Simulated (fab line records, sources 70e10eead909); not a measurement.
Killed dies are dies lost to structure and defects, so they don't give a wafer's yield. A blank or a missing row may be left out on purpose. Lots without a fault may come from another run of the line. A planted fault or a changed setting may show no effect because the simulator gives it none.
Problem report in the 8D (eight disciplines) form, filled by code | flow nand_harc | the parts of the form that need people (team, actions taken, sign-off) are left out

1. THE PROBLEM
thk_nm at NHARC_A_ONON_D1_THK_MEAS_24 reads a mean of 666 nm on 2 wafers of 2 lots; wafers without a fault read 998 nm with a standard deviation of 9.3. That is -36 standard deviations from the usual mean.
The step: measures by ellipsometry.
First seen on wafer L522.6, day 14 08:15, on film_metro-02. The record holds 42 wafers of 14 lots with a number at this step. Rule for "out", or "out of limits": more than 4 standard deviations from the usual mean. The other wafers with a number count as sound.

2. WHAT IT IS AND WHAT IT IS NOT
question                    | is                | is not
which readings at this step | thk_nm            | -
which lots                  | L522, L526        | L510, L511, L512, L513, L514, L515, L516, L520, L521, L528, L529, L530
which wafers of those lots  | L522.6, L526.4    | L522.1, L522.5, L526.1, L526.3
read on which gauges        | film_metro-02     | film_metro-01
when                        | from day 14 08:15 | up to then (29 sound wafers); but 11 sound wafers of L526, L528, L529, L530 came after

3. SUSPECTS, AND WHAT RULES EACH OUT
Counting: a tool at a process step up to the reading stays a suspect if it ran every lot that is out. Sound lots after the first of them don't rule it out here, since some wafers of a struck lot are sound.
- the gauge at NHARC_A_ONON_D1_THK_MEAS_24: kept. All the wafers that are out were read on film_metro-02, and no step on other tools shows them out.
- rie_diel-05 at NHARC_A_ZERO_WELL_DESCUM_12 (chemistry O2, time 3 s): kept. It ran every lot that is out, first L522 (day 12 22:29); its last sound lot up to then is L521 (day 12 06:36).
- pecvd_onon-01 at NHARC_A_ONON_D1_DEP_22 (target thk 1000 nm): kept. It ran every lot that is out, first L522 (day 14 07:44); its last sound lot up to then is L521 (day 13 15:20).
Left after counting: rie_diel-05 at NHARC_A_ZERO_WELL_DESCUM_12, pecvd_onon-01 at NHARC_A_ONON_D1_DEP_22, film_metro-02 at NHARC_A_ONON_D1_THK_MEAS_24.

4. THE CAUSE (what the simulator had put in)
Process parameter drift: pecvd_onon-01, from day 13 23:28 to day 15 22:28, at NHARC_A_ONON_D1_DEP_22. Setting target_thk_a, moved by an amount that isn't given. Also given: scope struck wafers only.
Counting left 3 suspects, and this tool is among them.

5. THE CHAIN OF EFFECTS, in route order
Each row: a reading whose mean over the struck wafers that have a number lies more than 3 standard deviations from the usual. Only readings for which the record gives a usual standard deviation are gone through. hours: the time from each lot's start at the first step in this table that gives one to its start at this step, as a median over the lots. sigmas: the change in usual standard deviations.
hours | step                        | reading | usual  | on struck wafers | change | sigmas
0     | NHARC_A_ONON_D1_THK_MEAS_24 | thk_nm  | 998 nm | 666              | -332   | -36

6. WHAT WOULD HAVE CAUGHT IT SOONER
In this record the first reading out of limits at a measuring or inspecting step was taken at day 14 08:15, 9 hours after the fault began at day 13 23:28.
Of the lots that are out (2), L526 began NHARC_A_ONON_D1_DEP_22 on pecvd_onon-01 after day 14 08:15. A hold on the tool at that time would have spared it.
